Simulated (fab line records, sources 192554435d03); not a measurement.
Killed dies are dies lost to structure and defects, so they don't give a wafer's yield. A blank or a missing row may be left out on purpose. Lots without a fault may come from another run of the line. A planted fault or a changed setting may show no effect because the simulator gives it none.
fab line records | flow n5_finfet
record lots=24 wafers=72 last_day=17
route steps=1938 shown BEOL_M1@829 BEOL_M2@842
lots that met no fault: from a run of the same line without faults
start_h: hours from the record's first day to the start of the lot's first wafer shown | wait_h: hours since the lot's step before | " the same as in the row above | L1.1+2: a row that stands for several wafers | - no value, or no start given | * or withheld: withheld | < > ~ a bound
route shown NAME@n: a module of which the file shows steps, and the number in the route of the first | usual: mean/standard deviation of fault-free wafers | same: alike in all rows | chamber/n: place in a boat | sites: the reading at each site | _std_site: their standard deviation | _edge_site: outer sites' mean less inner sites' | radius_mm: how far each site lies from the wafer's centre | mask NAME#n: copy n | behind: the tool/chamber that last shaped the wafer | hold: why the lot was held/for how many hours/how that ended | device: the transistor (n, p or np) that didn't switch | end of line: the same wafers' tests at the end of the route | a step without rows: its recipe alone | killed: dies lost to structure and defects at the first sort, not the wafer's yield | map: a wafer's dies, x killed, . not, _ none there
set.NAME: the setting as run; set.NAME@STEP: as run at that earlier step | model.NAME: the simulator's own value behind a step, which no gauge read
steps of the route over a sample of lots; a table a step, a row a wafer
services: from which hour (start_h, from the record's first day; less than 0 if before it) a tool's chamber was out of use, for how many hours, and why
## steps
# step N5_BEOL_M1_ANNEAL_95
# recipe temp_c=400 time_s=240 ambient=vacuum
# usual heater_power_w=814/44 susceptor_temp_C_max=401.0/0.44
# columns lot.wafer tool chamber start_h wait_h heater_power_w susceptor_temp_C_max
L074.2 pvd_sputter-02 - 131.98 0.0 804 401.0
L074.3 " - " " 774 401.6
L074.4 " - " " 775 401.3
L075.1 pvd_sputter-02 - 134.57 0.0 822 401.1
L075.5 " - " " 776 402.1
L075.6 " - " " 803 400.4
L076.3 pvd_sputter-03 - 136.76 0.0 842 401.1
L076.4 " - " " 827 401.1
L076.6 " - " " 837 401.1
L077.3 pvd_sputter-02 - 152.76 0.0 874 401.0
L077.4 " - " " 792 401.6
L077.6 " - " " 797 401.5
L078.1 pvd_sputter-01 - 157.69 0.0 818 401.7
L078.5 " - " " 796 401.0
L078.6 " - " " 815 401.9
L079.2 pvd_sputter-02 - 157.83 0.0 788 402.1
L079.4 " - " " 767 401.2
L079.6 " - " " 810 401.0
L081.1 pvd_sputter-03 - 177.81 0.0 829 400.9
L081.2 " - " " 873 400.9
L081.5 " - " " 873 400.5
L080.4 pvd_sputter-01 - 178.15 0.0 699 401.0
L080.5 " - " " 850 400.8
L080.6 " - " " 773 401.4
L083.1 pvd_sputter-01 - 186.52 0.0 806 401.2
L083.3 " - " " 679 400.7
L083.5 " - " " 844 401.1
L082.1 pvd_sputter-03 - 187.16 0.0 892 401.1
L082.3 " - " " 800 400.9
L082.5 " - " " 816 400.6
L084.3 pvd_sputter-02 - 189.08 0.0 803 402.0
L084.4 " - " " 856 401.2
L084.5 " - " " 806 400.5
L085.1 pvd_sputter-03 - 194.67 0.0 809 401.1
L085.4 " - " " 815 400.7
L085.5 " - " " 857 400.4
L088.2 pvd_sputter-01 - 209.70 0.0 699 400.9
L088.4 " - " " 787 401.8
L088.6 " - " " 697 400.6
L086.2 pvd_sputter-01 - 212.73 0.0 805 401.8
L086.5 " - " " 823 400.9
L086.6 " - " " 691 400.7
L087.1 pvd_sputter-02 - 214.71 0.0 805 400.6
L087.4 " - " " 778 401.4
L087.5 " - " " 797 402.0
L089.2 pvd_sputter-03 - 219.19 0.0 839 401.2
L089.4 " - " " 850 400.4
L089.6 " - " " 848 400.4
L090.3 pvd_sputter-03 - 221.03 0.0 811 400.8
L090.5 " - " " 819 400.6
L090.6 " - " " 847 400.8
L092.3 pvd_sputter-01 - 234.14 0.0 698 400.8
L092.4 " - " " 800 401.3
L092.5 " - " " 798 402.0
L091.1 pvd_sputter-03 - 234.21 0.0 841 400.3
L091.2 " - " " 811 400.9
L091.6 " - " " 860 401.0
L093.2 pvd_sputter-03 - 244.24 0.0 810 400.9
L093.4 " - " " 844 400.9
L093.5 " - " " 804 400.5
L095.1 pvd_sputter-02 - 247.89 0.0 874 401.0
L095.4 " - " " 780 400.8
L095.5 " - " " 867 401.4
L094.1 pvd_sputter-01 - 249.22 0.0 828 401.2
L094.2 " - " " 781 401.9
L094.4 " - " " 681 401.2
L096.1 pvd_sputter-02 - 265.53 0.0 873 401.0
L096.2 " - " " 771 401.0
L096.3 " - " " 805 400.7
L097.1 pvd_sputter-02 - 269.09 0.0 789 401.8
L097.2 " - " " 842 401.0
L097.6 " - " " 817 401.5
# step N5_BEOL_M2_THK_MEAS_01
# recipe reads=SiOC_of_BEOL_M2_ILD_DEP_00
# usual M2_ILD_THK=78.8/1.3
# columns lot.wafer tool chamber start_h wait_h M2_ILD_THK[nm]
L074.2 film_metro-02 - 134.54 0.1 79.7
L074.3 " - " " 78.8
L074.4 " - " " 79.0
L075.1 film_metro-02 - 136.09 0.0 77.0
L075.5 " - " " 76.8
L075.6 " - " " 80.1
L076.3 film_metro-02 - 138.09 0.1 78.2
L076.4 " - " " 81.1
L076.6 " - " " 80.7
L077.3 film_metro-01 - 155.05 0.1 77.4
L077.4 " - " " 79.6
L077.6 " - " " 78.6
L078.1 film_metro-01 - 159.03 0.0 77.0
L078.5 " - " " 78.3
L078.6 " - " " 79.7
L079.2 film_metro-01 - 159.28 0.1 79.8
L079.4 " - " " 80.5
L079.6 " - " " 77.8
L081.1 film_metro-02 - 179.13 0.0 76.4
L081.2 " - " " 78.6
L081.5 " - " " 79.7
L080.4 film_metro-02 - 179.61 0.0 80.2
L080.5 " - " " 79.2
L080.6 " - " " 80.1
L083.1 film_metro-01 - 187.85 0.0 78.5
L083.3 " - " " 79.1
L083.5 " - " " 79.6
L082.1 film_metro-01 - 188.48 0.0 79.8
L082.3 " - " " 77.4
L082.5 " - " " 78.8
L084.3 film_metro-01 - 190.43 0.1 79.0
L084.4 " - " " 79.8
L084.5 " - " " 79.9
L085.1 film_metro-01 - 196.00 0.0 81.0
L085.4 " - " " 81.0
L085.5 " - " " 81.6
L088.2 film_metro-02 - 211.23 0.1 80.7
L088.4 " - " " 80.4
L088.6 " - " " 80.3
L086.2 film_metro-02 - 214.05 0.1 77.2
L086.5 " - " " 80.9
L086.6 " - " " 80.3
L087.1 film_metro-02 - 216.12 0.1 77.2
L087.4 " - " " 78.9
L087.5 " - " " 79.1
L089.2 film_metro-01 - 220.52 0.1 78.0
L089.4 " - " " 79.0
L089.6 " - " " 78.1
L090.3 film_metro-01 - 222.36 0.1 79.3
L090.5 " - " " 79.1
L090.6 " - " " 81.3
L092.3 film_metro-01 - 235.46 0.1 77.5
L092.4 " - " " 79.7
L092.5 " - " " 80.1
L091.1 film_metro-02 - 235.56 0.0 77.2
L091.2 " - " " 77.9
L091.6 " - " " 80.8
L093.2 film_metro-02 - 246.01 0.1 77.4
L093.4 " - " " 78.4
L093.5 " - " " 78.2
L095.1 film_metro-02 - 249.29 0.0 78.9
L095.4 " - " " 81.0
L095.5 " - " " 78.3
L094.1 film_metro-01 - 250.91 0.0 78.4
L094.2 " - " " 77.9
L094.4 " - " " 79.2
L096.1 film_metro-01 - 266.85 0.0 78.2
L096.2 " - " " 78.3
L096.3 " - " " 77.0
L097.1 film_metro-02 - 270.42 0.0 79.4
L097.2 " - " " 81.6
L097.6 " - " " 79.9
# step N5_BEOL_M2_VIA_ETCH_34
# recipe chemistry=C4F6/O2 target_depth_a=694 mask_material=SOC pressure_mtorr=15 ion_energy_ev=250 taper_deg=4 time_s=65.9 source_w=350 bias_w=170 Ar_flow_sccm=300 C4F6_flow_sccm=10 O2_flow_sccm=10
# usual chamber_pressure_mTorr=15.000/0.013 drypump_motor_current_A=5.7/0.35 oes_product_au=0.78/0.077 rf_vpp_V=672/19 showerhead_plenum_p_Torr=2.86/0.074 throttle_valve_pct=30.7/0.34
# columns lot.wafer tool chamber start_h wait_h chamber_pressure_mTorr drypump_motor_current_A oes_product_au rf_hours_counter_h rf_vpp_V showerhead_plenum_p_Torr throttle_valve_pct
L074.2 rie_diel-06 1 139.28 0.0 15.016 5.9 0.69 235 657 2.95 31.2
L074.3 " 2 " " 15.002 5.7 0.86 70 673 2.90 31.1
L074.4 " 0 " " 14.977 5.6 0.85 37 710 2.78 30.2
L075.1 rie_diel-04 0 139.56 0.0 15.002 6.2 0.89 30 691 2.89 30.5
L075.5 " 2 " " 14.997 5.5 0.74 - 639 2.94 30.5
L075.6 " 1 " " 15.007 5.4 0.71 - 686 2.83 30.6
L076.3 rie_diel-04 3 142.55 0.0 14.985 6.2 0.80 68 671 2.79 30.8
L076.4 " 2 " " 15.011 5.5 0.73 183 639 2.94 30.5
L076.6 " 1 " " 15.002 5.4 0.70 - 685 2.83 30.5
L077.3 rie_diel-04 1 159.66 0.0 15.022 5.4 0.69 208 686 2.82 30.6
L077.4 " 2 " " 14.980 5.5 0.71 190 640 2.94 30.5
L077.6 " 0 " " 15.007 6.2 0.89 - 692 2.88 30.5
L078.1 rie_diel-01 0 164.44 0.0 15.010 5.1 0.89 30 645 2.88 30.4
L078.5 " 2 " " 15.004 5.8 0.67 - 656 2.73 31.5
L078.6 " 3 " " 14.992 5.5 0.85 - 684 2.85 30.6
L079.2 rie_diel-04 1 164.56 0.0 14.994 5.5 0.70 210 687 2.82 30.6
L079.4 " 2 " " 14.997 5.5 0.72 191 638 2.94 30.5
L079.6 " 0 " " 14.980 6.2 0.88 - 692 2.88 30.5
L081.1 rie_diel-01 1 186.82 0.0 15.008 5.6 0.73 197 683 2.91 31.0
L081.2 " 2 " " 14.993 5.8 0.67 246 660 2.73 31.6
L081.5 " 3 " " 15.019 5.5 0.83 - 684 2.85 30.6
L080.4 rie_diel-04 1 186.86 0.0 14.997 5.4 0.69 217 686 2.82 30.6
L080.5 " 0 " " 14.994 6.2 0.87 - 691 2.88 30.5
L080.6 " 3 " " 15.011 6.1 0.78 - 670 2.79 30.8
L083.1 rie_diel-06 0 190.96 0.0 14.996 5.6 0.83 53 711 2.77 30.2
L083.3 " 2 " " 14.975 5.6 0.84 90 671 2.89 31.1
L083.5 " 2 " " 14.994 5.6 0.84 - 671 2.89 31.1
L082.1 rie_diel-04 2 194.15 0.0 15.012 5.5 0.72 200 639 2.93 30.6
L082.3 " 3 " " 15.004 6.2 0.78 85 672 2.79 30.8
L082.5 " 0 " " 14.987 6.2 0.87 - 692 2.88 30.5
L084.3 rie_diel-04 0 194.53 0.0 14.977 6.2 0.87 49 693 2.88 30.5
L084.4 " 2 " " 15.006 5.5 0.71 201 639 2.93 30.5
L084.5 " 3 " " 14.994 6.2 0.79 - 673 2.79 30.8
L085.1 rie_diel-01 2 199.56 0.0 14.980 5.8 0.67 250 659 2.73 31.5
L085.4 " 3 " " 15.017 5.6 0.84 - 682 2.84 30.6
L085.5 " 1 " " 14.968 5.6 0.72 - 682 2.90 31.0
L088.2 rie_diel-04 2 214.76 0.0 14.996 5.5 0.70 207 640 2.93 30.6
L088.4 " 3 " " 15.002 6.2 0.78 92 671 2.78 30.8
L088.6 " 1 " " 14.992 5.4 0.70 - 685 2.82 30.6
L086.2 rie_diel-04 1 218.69 0.0 14.990 5.5 0.68 224 685 2.82 30.6
L086.5 " 3 " " 15.007 6.2 0.78 - 672 2.78 30.8
L086.6 " 0 " " 14.986 6.2 0.86 - 691 2.87 30.5
L087.1 rie_diel-04 2 223.61 0.0 15.005 5.4 0.71 210 638 2.93 30.5
L087.4 " 3 " " 15.020 6.2 0.77 95 671 2.78 30.8
L087.5 " 0 " " 15.016 6.2 0.86 - 691 2.87 30.5
L089.2 rie_diel-04 1 231.43 0.0 15.006 5.4 0.68 228 684 2.82 30.6
L089.4 " 0 " " 14.991 6.2 0.86 62 691 2.87 30.5
L089.6 " 0 " " 14.966 6.2 0.85 - 691 2.87 30.5
L090.3 rie_diel-01 3 234.99 0.0 14.998 5.5 0.81 87 683 2.84 30.7
L090.5 " 3 " " 15.021 5.6 0.81 - 683 2.84 30.6
L090.6 " 2 " " 14.980 5.9 0.94 - 669 3.07 31.5
L092.3 rie_diel-01 2 240.77 0.0 15.020 5.8 0.93 10 669 3.06 31.5
L092.4 " 0 " " 15.015 5.1 0.84 56 646 2.86 30.4
L092.5 " 1 " " 15.009 5.6 0.71 - 682 2.90 31.0
L091.1 rie_diel-01 3 241.20 0.0 14.988 5.5 0.81 89 683 2.84 30.6
L091.2 " 2 " " 15.009 5.9 0.93 10 668 3.06 31.5
L091.6 " 1 " " 15.001 5.5 0.71 - 683 2.90 31.0
L093.2 rie_diel-04 1 252.75 0.0 14.984 5.4 0.67 236 686 2.81 30.6
L093.4 " 2 " " 14.994 5.5 0.70 221 639 2.92 30.6
L093.5 " 1 " " 14.996 5.4 0.67 - 685 2.81 30.6
L095.1 rie_diel-01 1 252.92 0.0 14.997 5.6 0.71 223 682 2.89 31.0
L095.4 " 0 " " 14.996 5.1 0.85 61 644 2.86 30.4
L095.5 " 0 " " 14.999 5.1 0.85 - 646 2.86 30.4
L094.1 rie_diel-01 3 258.02 0.0 15.015 5.6 0.80 96 683 2.83 30.7
L094.2 " 1 " " 14.990 5.6 0.71 225 683 2.89 31.0
L094.4 " 2 " " 14.993 5.9 0.91 16 668 3.06 31.5
L096.1 rie_diel-01 1 274.63 0.0 15.022 5.6 0.70 232 683 2.89 31.1
L096.2 " 2 " " 15.024 5.9 0.89 22 669 3.06 31.5
L096.3 " 0 " " 14.987 5.1 0.82 69 645 2.86 30.4
L097.1 rie_diel-04 1 280.96 0.0 14.987 5.4 0.67 246 684 2.81 30.6
L097.2 " 3 " " 14.995 6.2 0.76 116 671 2.77 30.8
L097.6 " 1 " " 14.995 5.4 0.67 - 684 2.81 30.6
# step N5_BEOL_M2_CD_MEAS_35
# recipe target_cd_nm=18 target_cd_y_nm=22.2 polarity=opening
# usual cd_nm=18.1/0.39
# columns lot.wafer tool chamber start_h wait_h cd_nm
L074.2 cd_sem-03 - 139.70 0.0 17.7
L074.3 " - " " 17.5
L074.4 " - " " 18.2
L075.1 cd_sem-02 - 139.97 0.0 17.8
L075.5 " - " " 18.9
L075.6 " - " " 18.4
L076.3 cd_sem-03 - 142.96 0.0 17.5
L076.4 " - " " 18.4
L076.6 " - " " 18.1
L077.3 cd_sem-02 - 160.07 0.0 18.7
L077.4 " - " " 18.1
L077.6 " - " " 18.7
L078.1 cd_sem-02 - 164.87 0.0 18.2
L078.5 " - " " 17.7
L078.6 " - " " 18.2
L079.2 cd_sem-01 - 164.98 0.0 18.0
L079.4 " - " " 17.7
L079.6 " - " " 18.0
L080.4 cd_sem-03 - 187.28 0.0 18.1
L080.5 " - " " 18.4
L080.6 " - " " 18.0
L081.1 cd_sem-02 - 187.32 0.0 18.6
L081.2 " - " " 18.2
L081.5 " - " " 18.0
L083.1 cd_sem-02 - 191.37 0.0 17.8
L083.3 " - " " 18.6
L083.5 " - " " 18.5
L082.1 cd_sem-03 - 194.56 0.0 19.0
L082.3 " - " " 18.1
L082.5 " - " " 17.9
L084.3 cd_sem-03 - 194.93 0.0 17.6
L084.4 " - " " 18.3
L084.5 " - " " 17.7
L085.1 cd_sem-03 - 199.97 0.0 18.1
L085.4 " - " " 17.9
L085.5 " - " " 18.4
L088.2 cd_sem-01 - 215.17 0.0 17.8
L088.4 " - " " 18.3
L088.6 " - " " 17.7
L086.2 cd_sem-01 - 219.19 0.0 18.6
L086.5 " - " " 18.5
L086.6 " - " " 18.7
L087.1 cd_sem-01 - 224.01 0.0 17.4
L087.4 " - " " 17.9
L087.5 " - " " 18.1
L089.2 cd_sem-03 - 231.93 0.0 17.7
L089.4 " - " " 17.9
L089.6 " - " " 17.7
L090.3 cd_sem-01 - 235.50 0.0 17.5
L090.5 " - " " 18.1
L090.6 " - " " 18.3
L092.3 cd_sem-01 - 241.18 0.0 17.8
L092.4 " - " " 18.3
L092.5 " - " " 18.2
L091.1 cd_sem-01 - 241.61 0.0 18.2
L091.2 " - " " 18.8
L091.6 " - " " 18.7
L093.2 cd_sem-03 - 253.16 0.0 18.3
L093.4 " - " " 18.3
L093.5 " - " " 18.1
L095.1 cd_sem-03 - 253.32 0.0 18.1
L095.4 " - " " 18.0
L095.5 " - " " 18.6
L094.1 cd_sem-02 - 258.43 0.0 18.1
L094.2 " - " " 17.9
L094.4 " - " " 17.3
L096.1 cd_sem-02 - 275.04 0.0 18.1
L096.2 " - " " 18.4
L096.3 " - " " 18.3
L097.1 cd_sem-01 - 281.37 0.0 18.6
L097.2 " - " " 18.1
L097.6 " - " " 18.5
# step N5_BEOL_M2_ANNEAL_49
# recipe temp_c=400 time_s=240 ambient=vacuum
# usual heater_power_w=804/50 susceptor_temp_C_max=401.1/0.38
# columns lot.wafer tool chamber start_h wait_h heater_power_w susceptor_temp_C_max
L074.2 pvd_sputter-01 - 140.75 0.0 814 401.7
L074.3 " - " " 792 401.1
L074.4 " - " " 819 400.7
L075.1 pvd_sputter-02 - 140.91 0.0 876 401.5
L075.5 " - " " 811 401.6
L075.6 " - " " 867 400.8
L076.3 pvd_sputter-01 - 144.94 0.0 706 401.0
L076.4 " - " " 834 400.8
L076.6 " - " " 817 401.7
L077.3 pvd_sputter-03 - 161.24 0.0 859 401.4
L077.4 " - " " 811 401.1
L077.6 " - " " 845 401.2
L079.2 pvd_sputter-02 - 167.77 0.0 805 400.8
L079.4 " - " " 875 401.2
L079.6 " - " " 880 401.2
L078.1 pvd_sputter-01 - 167.92 0.0 698 401.4
L078.5 " - " " 800 401.6
L078.6 " - " " 779 401.7
L080.4 pvd_sputter-03 - 188.23 0.0 851 400.1
L080.5 " - " " 867 401.0
L080.6 " - " " 859 400.6
L081.1 pvd_sputter-01 - 188.27 0.0 791 401.3
L081.2 " - " " 821 401.0
L081.5 " - " " 831 401.0
L083.1 pvd_sputter-02 - 192.26 0.0 790 400.8
L083.3 " - " " 791 401.9
L083.5 " - " " 819 400.8
L082.1 pvd_sputter-03 - 195.77 0.0 859 401.3
L082.3 " - " " 843 400.9
L082.5 " - " " 808 400.8
L084.3 pvd_sputter-01 - 197.38 0.0 795 401.0
L084.4 " - " " 697 401.3
L084.5 " - " " 796 400.8
L085.1 pvd_sputter-01 - 200.67 0.0 808 401.2
L085.4 " - " " 799 401.1
L085.5 " - " " 809 401.3
L088.2 pvd_sputter-01 - 215.97 0.0 811 401.5
L088.4 " - " " 698 400.8
L088.6 " - " " 802 401.9
L086.2 pvd_sputter-03 - 221.33 0.0 840 400.7
L086.5 " - " " 858 400.4
L086.6 " - " " 866 400.9
L087.1 pvd_sputter-01 - 225.28 0.0 806 401.6
L087.4 " - " " 837 400.9
L087.5 " - " " 808 401.2
L089.2 pvd_sputter-01 - 234.44 0.0 686 400.7
L089.4 " - " " 803 401.2
L089.6 " - " " 777 401.3
L090.3 pvd_sputter-01 - 236.88 0.0 686 400.7
L090.5 " - " " 790 401.1
L090.6 " - " " 813 401.4
L092.3 pvd_sputter-02 - 242.59 0.0 848 400.4
L092.4 " - " " 791 401.2
L092.5 " - " " 795 401.8
L091.1 pvd_sputter-01 - 242.64 0.0 796 401.4
L091.2 " - " " 703 400.9
L091.6 " - " " 805 401.3
L093.2 pvd_sputter-02 - 254.25 0.0 799 400.6
L093.4 " - " " 788 402.2
L093.5 " - " " 865 401.0
L095.1 pvd_sputter-02 - 256.17 0.0 814 401.5
L095.4 " - " " 804 400.7
L095.5 " - " " 793 401.0
L094.1 pvd_sputter-03 - 260.06 0.0 853 401.2
L094.2 " - " " 844 400.8
L094.4 " - " " 807 401.2
L096.1 pvd_sputter-01 - 276.20 0.0 826 400.8
L096.2 " - " " 817 401.5
L096.3 " - " " 690 401.1
L097.1 pvd_sputter-01 - 284.21 0.0 695 400.9
L097.2 " - " " 843 401.3
L097.6 " - " " 827 401.5
# step N5_BEOL_M2_SPUTTER_86
# recipe material=Cu target_thk_a=45 temp_c=-20 chamber_pressure_pa=0.07 power_w=withheld time_s=8.29
# usual chuck_gas_flow_sccm=1.26/0.057 throttle_valve_pct=29.9/1.1
# columns lot.wafer tool chamber start_h wait_h chuck_gas_flow_sccm throttle_valve_pct
L074.2 pvd_sputter-01 - 141.33 0.1 1.29 31.2
L074.3 " - " " 1.27 30.7
L074.4 " - " " 1.25 28.9
L075.1 pvd_sputter-02 - 141.49 0.1 1.17 27.8
L075.5 " - " " 1.33 29.1
L075.6 " - " " 1.28 27.6
L076.3 pvd_sputter-01 - 145.52 0.1 1.26 29.4
L076.4 " - " " 1.36 29.3
L076.6 " - " " 1.30 31.2
L077.3 pvd_sputter-03 - 161.82 0.1 1.22 30.2
L077.4 " - " " 1.19 29.9
L077.6 " - " " 1.30 28.5
L079.2 pvd_sputter-02 - 168.35 0.1 1.29 32.2
L079.4 " - " " 1.29 27.6
L079.6 " - " " 1.25 27.9
L078.1 pvd_sputter-01 - 168.55 0.1 1.20 29.3
L078.5 " - " " 1.20 31.0
L078.6 " - " " 1.25 30.5
L080.4 pvd_sputter-03 - 188.81 0.1 1.24 30.1
L080.5 " - " " 1.31 30.1
L080.6 " - " " 1.38 30.3
L081.1 pvd_sputter-01 - 188.90 0.1 1.17 31.1
L081.2 " - " " 1.23 29.2
L081.5 " - " " 1.20 28.9
L083.1 pvd_sputter-02 - 192.84 0.1 1.23 32.0
L083.3 " - " " 1.34 29.0
L083.5 " - " " 1.23 32.4
L082.1 pvd_sputter-03 - 196.35 0.1 1.21 30.1
L082.3 " - " " 1.21 30.0
L082.5 " - " " 1.29 28.4
L084.3 pvd_sputter-01 - 197.96 0.1 1.23 30.6
L084.4 " - " " 1.37 29.4
L084.5 " - " " 1.24 30.5
L085.1 pvd_sputter-01 - 201.25 0.1 1.23 31.0
L085.4 " - " " 1.29 30.6
L085.5 " - " " 1.31 31.2
L088.2 pvd_sputter-01 - 216.55 0.1 1.28 31.1
L088.4 " - " " 1.17 29.3
L088.6 " - " " 1.24 30.9
L086.2 pvd_sputter-03 - 221.91 0.1 1.25 30.0
L086.5 " - " " 1.32 30.3
L086.6 " - " " 1.27 29.8
L087.1 pvd_sputter-01 - 225.86 0.1 1.26 30.9
L087.4 " - " " 1.23 28.9
L087.5 " - " " 1.33 31.2
L089.2 pvd_sputter-01 - 235.02 0.1 1.31 29.5
L089.4 " - " " 1.30 30.8
L089.6 " - " " 1.32 30.5
L090.3 pvd_sputter-01 - 237.46 0.1 1.24 29.3
L090.5 " - " " 1.25 30.6
L090.6 " - " " 1.29 31.0
L092.3 pvd_sputter-02 - 243.17 0.1 1.20 27.8
L092.4 " - " " 1.32 29.2
L092.5 " - " " 1.29 30.4
L091.1 pvd_sputter-01 - 243.22 0.1 1.16 30.6
L091.2 " - " " 1.32 29.2
L091.6 " - " " 1.29 31.1
L093.2 pvd_sputter-02 - 254.83 0.1 1.29 32.1
L093.4 " - " " 1.40 30.5
L093.5 " - " " 1.27 27.6
L095.1 pvd_sputter-02 - 256.75 0.1 1.20 30.5
L095.4 " - " " 1.20 32.3
L095.5 " - " " 1.34 30.6
L094.1 pvd_sputter-03 - 260.64 0.1 1.29 28.4
L094.2 " - " " 1.25 30.2
L094.4 " - " " 1.33 30.0
L096.1 pvd_sputter-01 - 276.78 0.1 1.21 29.1
L096.2 " - " " 1.23 30.9
L096.3 " - " " 1.29 29.3
L097.1 pvd_sputter-01 - 284.79 0.1 1.28 29.3
L097.2 " - " " 1.16 29.0
L097.6 " - " " 1.24 28.9
## services
# columns tool chamber start_h hours kind
pvd_sputter-01 - 150.27 1.8 repair
rie_diel-06 0 155.65 13.1 repair
rie_diel-01 1 173.91 5.0 repair
rie_diel-06 1 187.11 16.2 repair
rie_diel-01 2 201.16 - clean
rie_diel-01 2 201.16 - consumable_replace:focus_ring
rie_diel-01 2 201.16 - consumable_replace:showerhead
rie_diel-01 2 201.16 13.0 scheduled_down
rie_diel-01 2 201.16 13.0 vent_cycle
rie_diel-04 1 204.77 9.1 repair
rie_diel-06 3 242.09 1.5 repair
rie_diel-06 0 242.48 1.3 repair
rie_diel-04 0 276.72 15.8 repair
## key
fault none
